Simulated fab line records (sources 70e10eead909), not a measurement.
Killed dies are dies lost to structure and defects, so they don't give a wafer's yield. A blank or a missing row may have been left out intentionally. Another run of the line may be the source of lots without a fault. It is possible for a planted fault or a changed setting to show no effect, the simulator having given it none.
Which tool did it? | flow nand-harc | 24 lots with 72 wafers sampled at 6 steps, on a route of 1302 steps

## WHAT THE GAUGES READ, wafer by wafer
The record lacks any reading of a measuring or inspecting step that a usual standard deviation could be used to judge.

## EACH LOT AND THE TOOL THAT RAN IT (in order: tool; ch and the chambers of the sampled wafers; start)
lot  | NHARC_A_CONTACT_DEP_28        | NHARC_A_CONTACT_ETCH_51                       | NHARC_A_CONTACT_ETCH_112             | NHARC_A_CONTACT_ETCH_124             | NHARC_A_CONTACT_ETCH_130             | NHARC_A_CONTACT_ETCH_133
L075 | acl-dep-03 ch 0, day 20 22:35 | rie-diel-05 ch 0,1,3, day 21 05:39 or earlier | har-cap-etch-02 ch 0,1, day 21 05:39 | har-cap-etch-02 ch 0,1, day 21 21:11 | har-cap-etch-02 ch 0,1, day 21 22:17 | har-cap-etch-02 ch 0,1, day 21 22:49
L074 | acl-dep-03 ch 0, day 21 17:41 | rie-diel-05 ch 0,1,3, day 22 03:38 or earlier | har-cap-etch-02 ch 0,1, day 22 03:38 | har-cap-etch-01 ch 0,1, day 22 13:28 | har-cap-etch-01 ch 0,1, day 22 14:32 | har-cap-etch-01 ch 0,1, day 22 15:04
L076 | acl-dep-03 ch 0, day 21 23:31 | rie-diel-06 ch 1,2, day 22 06:07 or earlier   | har-cap-etch-03 ch 0,1, day 22 06:07 | har-cap-etch-03 ch 0,1, day 22 17:30 | har-cap-etch-03 ch 0,1, day 22 18:56 | har-cap-etch-03 ch 0,1, day 22 19:41
L077 | acl-dep-03 ch 0, day 22 07:41 | rie-diel-05 ch 1,3, day 22 14:13 or earlier   | har-cap-etch-02 ch 0, day 22 14:13   | har-cap-etch-01 ch 0,1, day 23 05:01 | har-cap-etch-01 ch 0,1, day 23 06:06 | har-cap-etch-01 ch 0,1, day 23 06:40
L078 | acl-dep-03 ch 0, day 22 21:35 | rie-diel-05 ch 0,2,3, day 23 03:25 or earlier | har-cap-etch-02 ch 0,1, day 23 03:25 | har-cap-etch-03 ch 0,1, day 23 13:37 | har-cap-etch-03 ch 0,1, day 23 14:42 | har-cap-etch-03 ch 0,1, day 23 15:19
L079 | acl-dep-02 ch 0, day 22 21:52 | rie-diel-06 ch 1,2, day 23 04:25 or earlier   | har-cap-etch-03 ch 0,1, day 23 04:25 | har-cap-etch-02 ch 0,1, day 23 16:33 | har-cap-etch-02 ch 0,1, day 23 17:38 | har-cap-etch-02 ch 0,1, day 23 18:10
L082 | acl-dep-02 ch 0, day 24 06:41 | rie-diel-06 ch 0,1, day 24 13:56 or earlier   | har-cap-etch-02 ch 0,1, day 24 13:56 | har-cap-etch-01 ch 0,1, day 24 23:32 | har-cap-etch-01 ch 0,1, day 25 00:37 | har-cap-etch-01 ch 0,1, day 25 01:09
L081 | acl-dep-03 ch 0, day 24 06:52 | rie-diel-05 ch 0,1, day 24 14:56 or earlier   | har-cap-etch-01 ch 0,1, day 24 14:56 | har-cap-etch-03 ch 0,1, day 25 00:35 | har-cap-etch-03 ch 0,1, day 25 01:40 | har-cap-etch-03 ch 0,1, day 25 02:11
L080 | acl-dep-01 ch 0, day 24 10:51 | rie-diel-06 ch 1,2,3, day 24 17:56 or earlier | har-cap-etch-03 ch 1, day 24 17:56   | har-cap-etch-01 ch 0, day 25 07:25   | har-cap-etch-01 ch 0, day 25 08:31   | har-cap-etch-01 ch 0, day 25 09:16
L083 | acl-dep-03 ch 0, day 24 15:53 | rie-diel-05 ch 1,2,3, day 24 23:09 or earlier | har-cap-etch-02 ch 0,1, day 24 23:09 | har-cap-etch-01 ch 0,1, day 25 11:02 | har-cap-etch-01 ch 0,1, day 25 12:29 | har-cap-etch-01 ch 0,1, day 25 13:15
L084 | acl-dep-01 ch 0, day 26 03:23 | rie-diel-06 ch 1,2,3, day 26 08:29 or earlier | har-cap-etch-01 ch 0,1, day 26 08:29 | har-cap-etch-02 ch 0,1, day 27 02:36 | har-cap-etch-02 ch 0,1, day 27 03:40 | har-cap-etch-02 ch 0,1, day 27 04:19
L086 | acl-dep-01 ch 0, day 26 10:49 | rie-diel-05 ch 1,2,3, day 26 18:03 or earlier | har-cap-etch-02 ch 0,1, day 26 18:03 | har-cap-etch-03 ch 0, day 27 06:11   | har-cap-etch-03 ch 0, day 27 07:38   | har-cap-etch-03 ch 0, day 27 08:23
L085 | acl-dep-03 ch 0, day 26 12:38 | rie-diel-06 ch 0,1, day 26 19:59 or earlier   | har-cap-etch-03 ch 0,1, day 26 19:59 | har-cap-etch-01 ch 0,1, day 27 07:29 | har-cap-etch-01 ch 0,1, day 27 08:34 | har-cap-etch-01 ch 0,1, day 27 09:05
L087 | acl-dep-01 ch 0, day 26 15:44 | rie-diel-05 ch 1,2,3, day 26 22:13 or earlier | har-cap-etch-01 ch 0,1, day 26 22:13 | har-cap-etch-02 ch 0,1, day 27 10:28 | har-cap-etch-02 ch 0,1, day 27 11:33 | har-cap-etch-02 ch 0,1, day 27 12:05
L089 | acl-dep-03 ch 0, day 27 03:41 | rie-diel-06 ch 0,1,3, day 27 11:11 or earlier | har-cap-etch-03 ch 0,1, day 27 11:11 | har-cap-etch-03 ch 0, day 27 22:05   | har-cap-etch-03 ch 0, day 27 23:32   | har-cap-etch-03 ch 0, day 28 00:14
L088 | acl-dep-01 ch 0, day 27 09:24 | rie-diel-05 ch 0,3, day 27 15:55 or earlier   | har-cap-etch-02 ch 0,1, day 27 15:55 | har-cap-etch-02 ch 0,1, day 28 01:41 | har-cap-etch-02 ch 0,1, day 28 02:45 | har-cap-etch-02 ch 0,1, day 28 03:22
L092 | acl-dep-01 ch 0, day 27 18:59 | rie-diel-05 ch 1,2, day 28 02:21 or earlier   | har-cap-etch-01 ch 0,1, day 28 02:21 | har-cap-etch-03 ch 0,1, day 28 13:09 | har-cap-etch-03 ch 0,1, day 28 14:36 | har-cap-etch-03 ch 0,1, day 28 15:19
L090 | acl-dep-02 ch 0, day 27 23:08 | rie-diel-06 ch 0,1, day 28 06:28 or earlier   | har-cap-etch-03 ch 0, day 28 06:28   | har-cap-etch-01 ch 0, day 28 17:10   | har-cap-etch-01 ch 0, day 28 18:16   | har-cap-etch-01 ch 0, day 28 18:47
L091 | acl-dep-02 ch 0, day 28 05:35 | rie-diel-06 ch 0,2,3, day 28 12:04 or earlier | har-cap-etch-02 ch 0, day 28 12:04   | har-cap-etch-03 ch 0,1, day 29 00:50 | har-cap-etch-03 ch 0,1, day 29 02:16 | har-cap-etch-03 ch 0,1, day 29 03:01
L093 | acl-dep-03 ch 0, day 29 14:19 | rie-diel-06 ch 0,2,3, day 29 21:35 or earlier | har-cap-etch-03 ch 0,1, day 29 21:35 | har-cap-etch-01 ch 0,1, day 30 11:44 | har-cap-etch-01 ch 0,1, day 30 12:49 | har-cap-etch-01 ch 0,1, day 30 13:21
L095 | acl-dep-02 ch 0, day 29 19:46 | rie-diel-06 ch 1,2,3, day 30 02:16 or earlier | har-cap-etch-01 ch 0,1, day 30 02:16 | har-cap-etch-02 ch 0,1, day 30 16:44 | har-cap-etch-02 ch 0,1, day 30 17:49 | har-cap-etch-02 ch 0,1, day 30 18:23
L094 | acl-dep-01 ch 0, day 30 00:01 | rie-diel-07 ch 0,1,3, day 30 07:20 or earlier | har-cap-etch-03 ch 0,1, day 30 07:20 | har-cap-etch-01 ch 0,1, day 30 21:47 | har-cap-etch-01 ch 0,1, day 30 22:52 | har-cap-etch-01 ch 0,1, day 30 23:24
L097 | acl-dep-02 ch 0, day 30 00:43 | rie-diel-06 ch 1,2,3, day 30 06:34 or earlier | har-cap-etch-02 ch 0,1, day 30 06:34 | har-cap-etch-03 ch 0,1, day 30 18:52 | har-cap-etch-03 ch 0,1, day 30 19:57 | har-cap-etch-03 ch 0,1, day 30 20:34
L096 | acl-dep-02 ch 0, day 30 18:02 | rie-diel-05 ch 2,3, day 31 01:16 or earlier   | har-cap-etch-03 ch 0,1, day 31 01:16 | har-cap-etch-01 ch 0,1, day 31 10:57 | har-cap-etch-01 ch 0,1, day 31 12:02 | har-cap-etch-01 ch 0,1, day 31 12:34
- NHARC_A_CONTACT_DEP_28: deposits aC, target thk 7000 nm.
- NHARC_A_CONTACT_ETCH_51: etches the open film in O2/COS, target depth 7000 nm, time 1820 s.
- NHARC_A_CONTACT_ETCH_112: etches the open film in C4F8/O2/Ar, time 190 s, target depth 1850 nm.
- NHARC_A_CONTACT_ETCH_124: etches the open film in C4F8/O2/Ar, time 140 s, target depth 700 nm.
- NHARC_A_CONTACT_ETCH_130: etches the open film in C4F8/O2/Ar, time 197 s, target depth 1918 nm.
- NHARC_A_CONTACT_ETCH_133: etches the open film in C4F8/O2/Ar, time 374 s, target depth 1610 nm.

## AS READ BY THE TOOLS THEMSELVES (means over the sampled wafers that have a number; for cases with no such wafer, the mark the record gives instead)
NHARC_A_CONTACT_DEP_28. Usual: 35.000 % for throttle-valve-pct, sd 0.01.
lot  | tool       | throttle-valve-pct (%) | flag
L075 | acl-dep-03 | 35.001                 |
L074 | acl-dep-03 | 34.996                 |
L076 | acl-dep-03 | 35.005                 |
L077 | acl-dep-03 | 34.999                 |
L078 | acl-dep-03 | 35.008                 |
L079 | acl-dep-02 | 35.005                 |
L082 | acl-dep-02 | 34.997                 |
L081 | acl-dep-03 | 35.000                 |
L080 | acl-dep-01 | 35.000                 |
L083 | acl-dep-03 | 35.001                 |
L084 | acl-dep-01 | 34.996                 |
L086 | acl-dep-01 | 35.006                 |
L085 | acl-dep-03 | 34.997                 |
L087 | acl-dep-01 | 35.006                 |
L089 | acl-dep-03 | 35.005                 |
L088 | acl-dep-01 | 35.002                 |
L092 | acl-dep-01 | 35.004                 |
L090 | acl-dep-02 | 35.002                 |
L091 | acl-dep-02 | 35.002                 |
L093 | acl-dep-03 | 34.996                 |
L095 | acl-dep-02 | 34.990                 |
L094 | acl-dep-01 | 34.997                 |
L097 | acl-dep-02 | 35.003                 |
L096 | acl-dep-02 | 34.998                 |

NHARC_A_CONTACT_ETCH_51. Usual: drypump-motor-current-A 5.6 A, standard deviation 0.58; oes-product-au 1.001 a.u., standard deviation 0.011; rf-vpp-V 314.5 V, standard deviation 1.6; showerhead-plenum-p-Torr 3.15 Torr, standard deviation 0.11; throttle-valve-pct 28.330 %, standard deviation 0.009.
lot  | tool        | drypump-motor-current-A (A) | oes-product-au (a.u.) | rf-vpp-V (V) | showerhead-plenum-p-Torr (Torr) | throttle-valve-pct (%) | flag
L075 | rie-diel-05 | 5.2                         | 0.999                 | 313.5        | 3.10                            | 28.339                 |
L074 | rie-diel-05 | 5.2                         | 1.002                 | 314.3        | 3.10                            | 28.331                 |
L076 | rie-diel-06 | 5.9                         | 1.004                 | 315.7        | 3.15                            | 28.338                 |
L077 | rie-diel-05 | 5.4                         | 0.988                 | 312.6        | 3.02                            | 28.329                 |
L078 | rie-diel-05 | 5.4                         | 0.994                 | 314.7        | 3.21                            | 28.331                 |
L079 | rie-diel-06 | 5.9                         | 1.009                 | 314.9        | 3.15                            | 28.332                 |
L082 | rie-diel-06 | 5.5                         | 0.992                 | 313.5        | 3.12                            | 28.330                 |
L081 | rie-diel-05 | 5.2                         | 0.993                 | 312.5        | 3.03                            | 28.332                 |
L080 | rie-diel-06 | 5.6                         | 1.006                 | 313.8        | 3.13                            | 28.332                 |
L083 | rie-diel-05 | 5.7                         | 0.996                 | 314.0        | 3.14                            | 28.336                 |
L084 | rie-diel-06 | 5.6                         | 1.009                 | 314.6        | 3.12                            | 28.325                 |
L086 | rie-diel-05 | 5.7                         | 1.006                 | 313.9        | 3.13                            | 28.335                 |
L085 | rie-diel-06 | 5.5                         | 1.007                 | 313.5        | 3.12                            | 28.330                 |
L087 | rie-diel-05 | 5.7                         | 1.015                 | 314.6        | 3.13                            | 28.332                 |
L089 | rie-diel-06 | 5.6                         | 0.997                 | 314.3        | 3.14                            | 28.335                 |
L088 | rie-diel-05 | 5.1                         | 1.005                 | 314.2        | 3.14                            | 28.325                 |
L092 | rie-diel-05 | 5.7                         | 0.998                 | 312.9        | 3.06                            | 28.331                 |
L090 | rie-diel-06 | 5.5                         | 0.996                 | 314.6        | 3.11                            | 28.330                 |
L091 | rie-diel-06 | 6.0                         | 1.014                 | 314.9        | 3.19                            | 28.330                 |
L093 | rie-diel-06 | 6.0                         | 0.997                 | 315.1        | 3.18                            | 28.329                 |
L095 | rie-diel-06 | 5.6                         | 0.997                 | 314.9        | 3.12                            | 28.320                 |
L094 | rie-diel-07 | 5.9                         | 1.001                 | 315.6        | 3.22                            | 28.330                 |
L097 | rie-diel-06 | 5.6                         | 0.997                 | 313.4        | 3.12                            | 28.330                 |
L096 | rie-diel-05 | 5.6                         | 1.017                 | 315.7        | 3.17                            | 28.324                 |

## THE ANSWER, worked out from the rows above alone
Rule: take the mean of a lot's wafers that have a number; if it is more than 3 standard deviations from the usual mean, the lot is off. A lot without any number at a reading at which 4 lots or more have one is off too. Any other lot the step has rows for is counted as sound. The gauges are gone through in route order, then the tools' own readings, and for those a lot's mean is taken as printed above. The first step at which some lot is off is used, and at that step the reading that is off furthest; a lot without a number counts as furthest.
No lot is off at any reading shown: from this, nothing can be told.

## WHAT HAD BEEN PUT IN BY THE SIMULATOR
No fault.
